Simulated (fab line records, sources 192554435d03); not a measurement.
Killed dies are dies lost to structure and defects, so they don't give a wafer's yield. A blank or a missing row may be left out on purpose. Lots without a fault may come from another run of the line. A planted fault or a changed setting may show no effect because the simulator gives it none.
One fault seen from 2 desks | flow n5_finfet | each desk has only its own numbers; what lay behind them comes last

THE TOOL OWNER'S DESK: litho_track-04
The tool's own readings at N5_HKMG_FIN_COAT_29 (time 60 s, resist thk 300 nm): means of the sampled wafers that have a number, for each lot that ran on this tool. A lot is out of limits, marked OUT, if its mean lies more than 4 standard deviations from the usual mean; the brackets give that distance.
Columns: A = chill_plate_temp_C at N5_HKMG_FIN_COAT_29, usual 22.99 C; B = dispense_pressure_kPa at N5_HKMG_FIN_COAT_29, usual 51 kPa; C = heater_power_total_W at N5_HKMG_FIN_COAT_29, usual 500.5 W; D = spin_speed_rpm at N5_HKMG_FIN_COAT_29, usual 1500.4 rpm
lot  | first seen here | A     | B  | C     | D
L118 | day 4 16:53     | 22.96 | 47 | 498.4 | 1501.4
L119 | day 4 21:31     | 22.91 | 47 | 499.9 | 1500.2
L120 | day 5 03:37     | 23.06 | 47 | 499.9 | 1499.8
L123 | day 5 23:47     | 22.89 | 47 | 499.4 | 1500.9
L125 | day 6 11:05     | 22.97 | 47 | 499.2 | 1597.1 (+88) OUT
L129 | day 7 11:21     | 22.85 | 47 | 499.5 | 1596.0 (+87) OUT
This desk's finding: out of limits on L125, L129; first on L125, day 6 11:05 (spin_speed_rpm at N5_HKMG_FIN_COAT_29). In limits: L118, L119, L120, L123.

THE DEFECT DESK
What the inspections along the route counted, lot by lot: means of the sampled wafers that have a number. A lot is out of limits, marked OUT, if its mean lies more than 4 standard deviations from the usual mean; the brackets give that distance.
Columns: A = raw_defect_count at N5_HKMG_FIN_INSPECT_61, usual 1.9
lot  | first seen here | A
L118 | day 4 13:35     | 1.3
L119 | day 4 18:25     | 2.0
L120 | day 5 00:40     | 2.0
L123 | day 5 20:42     | 2.0
L125 | day 6 07:59     | 1.3
L129 | day 7 08:23     | 2.3
L133 | day 8 06:10     | 1.0
L134 | day 8 11:29     | 0.7
L135 | day 8 20:19     | 3.3
L136 | day 9 04:02     | 2.0
L139 | day 9 21:50     | 3.0
This desk's finding: nothing out of limits on any of the 11 lots.

PUT TOGETHER
The tool owner's desk could have raised an alarm at day 6 11:05, on L125, L129.
The defect desk saw nothing out of limits.
The defect desk has L125, L129 on record, within its limits.
Of the lots named, all ran N5_HKMG_FIN_COAT_29 on litho_track-04.

WHAT THE SIMULATOR HAD PUT IN
Process parameter drift: litho_track-04, from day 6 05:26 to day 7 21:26, at N5_HKMG_FIN_COAT_29. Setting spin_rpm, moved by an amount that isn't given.
Lots struck among those shown: L125, L129.
Hours from the fault's start to each desk's first reading out of limits: the tool owner's desk, 6.
